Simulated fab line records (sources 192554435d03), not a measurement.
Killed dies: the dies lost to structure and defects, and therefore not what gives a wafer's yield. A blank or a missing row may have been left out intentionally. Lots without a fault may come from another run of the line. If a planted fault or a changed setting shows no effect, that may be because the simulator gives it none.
Chamber matching ; flow n5 finfet ; 3 sister chambers for N5_SDB_CUT_ETCH_26 on rie si-05
The step etches Si in HBr/Cl2/O2, target depth 129.6 nm, bt time 20 s, time 51.8 s. 3 wafers are shown with their chamber, then 9 later ones without.

## WAFERS WITH THEIR CHAMBER
wafer;chamber;oes_o_777_au (a.u.)
L087.1;2;0.98
L087.2;0;1.07
L087.5;3;0.90

## WAFERS WITH NO CHAMBER GIVEN
wafer;oes_o_777_au (a.u.)
L088.1;1.06
L088.3;0.98
L088.6;0.90
L090.4;1.07
L090.5;0.90
L090.6;1.06
L097.1;0.90
L097.2;1.07
L097.4;0.98

## THE CHAMBER EACH PASSED THROUGH
wafer;from the rows above;in truth
L088.1;0;0
L088.3;2;2
L088.6;3;3
L090.4;0;0
L090.5;3;3
L090.6;0;0
L097.1;3;3
L097.2;0;0
L097.4;2;2
Correctly placed: 9 of 9. Left unplaced by these rows: 0. Wrongly placed: 0.
How it was worked out, from the rows above alone: a wafer's distance from a chamber is the root of the sum, over the readings, of the square of ((its reading less the chamber's mean) divided by the reading's scatter). The wafer belongs to the nearest chamber; if the next one is less than 2 further off, it can't be placed. A chamber's mean is the mean of its shown wafers. The scatter (one wafer shown for each chamber): square how far every hidden wafer sits from the nearest shown wafer, average those squares and take the square root.
